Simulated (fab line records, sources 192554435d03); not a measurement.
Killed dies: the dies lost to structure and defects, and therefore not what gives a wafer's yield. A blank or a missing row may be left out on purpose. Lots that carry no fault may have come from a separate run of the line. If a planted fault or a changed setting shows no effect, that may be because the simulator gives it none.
Matching of chambers -- flow n5Finfet -- 4 sister chambers for N5_PMOS_HMC_CHANNEL_EPI_STRIP_33 on rieDiel-03
The step strips in N2/H2. 20 wafers are shown with their chamber, then 10 later ones without.

## WAFERS, EACH WITH ITS CHAMBER
wafer,chamber,drypumpMotorCurrentA (A),showerheadPlenumPTorr (Torr),throttleValvePct (%)
L075.2,3,5.9,3.41,18.6
L075.4,1,4.9,3.49,19.7
L075.6,2,6.0,3.22,18.8
L076.3,0,5.8,3.52,19.1
L076.4,1,4.9,3.49,19.7
L076.6,0,5.8,3.52,19.1
L078.1,3,5.9,3.41,18.6
L078.2,1,4.9,3.49,19.7
L078.5,3,6.0,3.41,18.6
L081.2,2,6.0,3.22,18.8
L081.3,0,5.8,3.52,19.2
L081.4,3,5.9,3.41,18.6
L083.1,0,5.8,3.51,19.2
L083.2,1,4.9,3.48,19.7
L083.3,3,6.0,3.40,18.6
L083.4,2,6.0,3.21,18.9
L083.5,0,5.8,3.51,19.2
L083.6,1,4.9,3.48,19.7
L088.1,0,5.8,3.51,19.2
L088.5,3,5.9,3.40,18.7

SIGNATURES, as means of the wafers listed above
reading,chamber 0,chamber 1,chamber 2,chamber 3,scatter within a chamber
drypumpMotorCurrentA,5.800,4.900,6.000,5.933,0.0289
showerheadPlenumPTorr,3.5150,3.4860,3.2167,3.4067,0.00542
throttleValvePct,19.167,19.700,18.833,18.617,0.0421
Rule: for a wafer and a chamber, the distance is found by dividing, reading by reading, the gap between the wafer's reading and the chamber's mean by the reading's scatter, squaring, summing and taking the root. The wafer belongs to the nearest chamber; if the next one is less than 2 further off, it can't be placed. The scatter: take each reading less its chamber's mean, square it, sum over the shown wafers, divide by the number of wafers less the number of chambers, and take the root.

## WAFERS MISSING THEIR CHAMBER
wafer,drypumpMotorCurrentA (A),showerheadPlenumPTorr (Torr),throttleValvePct (%)
L088.6,5.8,3.51,19.2
L089.1,4.9,3.47,19.7
L089.2,6.0,3.21,18.9
L089.6,5.0,3.47,19.7
L090.1,5.8,3.51,19.2
L090.4,4.9,3.47,19.7
L090.5,6.0,3.20,18.8
L097.2,6.0,3.20,18.9
L097.4,5.9,3.39,18.3
L097.5,6.0,3.20,18.9

## THE CHAMBER EACH PASSED THROUGH
wafer,from the rows above,in truth
L088.6,0,0
L089.1,1,1
L089.2,2,2
L089.6,1,1
L090.1,0,0
L090.4,1,1
L090.5,2,2
L097.2,2,2
L097.4,3,3
L097.5,2,2
Correct placement for 10 of the 10. Left unplaced by these rows: 0. 0 placed wrongly.
